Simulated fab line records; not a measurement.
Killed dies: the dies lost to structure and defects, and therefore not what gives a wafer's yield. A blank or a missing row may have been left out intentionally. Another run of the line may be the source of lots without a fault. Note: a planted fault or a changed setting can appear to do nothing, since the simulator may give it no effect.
The tool behind it: which one? :: flow nandHarc :: at 1 step of a route of 1302, 12 lots with 36 wafers sampled

WHAT THE GAUGES SHOWED, per wafer
NHARC_A_WL_FILL_INSPECT_15.
lot: L075
measured: day 21 04:44
on: defectInspect-01
rawDefectCount: 574 585 456

lot: L077
measured: day 22 22:43
on: defectInspect-02
rawDefectCount: 407 419 416

lot: L078
measured: day 23 01:34
on: defectInspect-02
rawDefectCount: 480 597 461

lot: L081
measured: day 24 04:18
on: defectInspect-02
rawDefectCount: 330 566 623

lot: L083
measured: day 24 22:08
on: defectInspect-01
rawDefectCount: 432 496 486

lot: L085
measured: day 25 15:25
on: defectInspect-02
rawDefectCount: 357 389 394

lot: L088
measured: day 26 07:59
on: defectInspect-02
rawDefectCount: 357 411 431

lot: L087
measured: day 26 11:19
on: defectInspect-01
rawDefectCount: 367 362 367

lot: L090
measured: day 27 10:50
on: defectInspect-02
rawDefectCount: 430 418 353

lot: L093
measured: day 28 15:31
on: defectInspect-02
rawDefectCount: 411 384 430

lot: L095
measured: day 29 20:35
on: defectInspect-01
rawDefectCount: 680 667 431

lot: L097
measured: day 30 22:32
on: defectInspect-02
rawDefectCount: 478 510 588

WHICH TOOL RAN EACH LOT (tool, then ch and the chambers of the sampled wafers, then the start)
The record shows no process step preceding these readings.

THE ANSWER, worked out from the rows above alone
Rule: what is usual is taken from the lots themselves. The widest of any qualifying gaps counts: lots, ordered by their means at a reading, are off when they make up no more than a third of the lots, leave a main group of 4 or more, and stand apart from it by 3 or more times the standard deviation of that group's means. If all means in a main group match to the digits the tables above print for the reading, that group is not used. Also off: a lot with no number at a reading for which 4 or more lots have one. The other lots that the step has rows for count as sound.
No lot is off on any of the readings shown, so nothing can be concluded from this.

WHAT HAD BEEN PUT IN BY THE SIMULATOR
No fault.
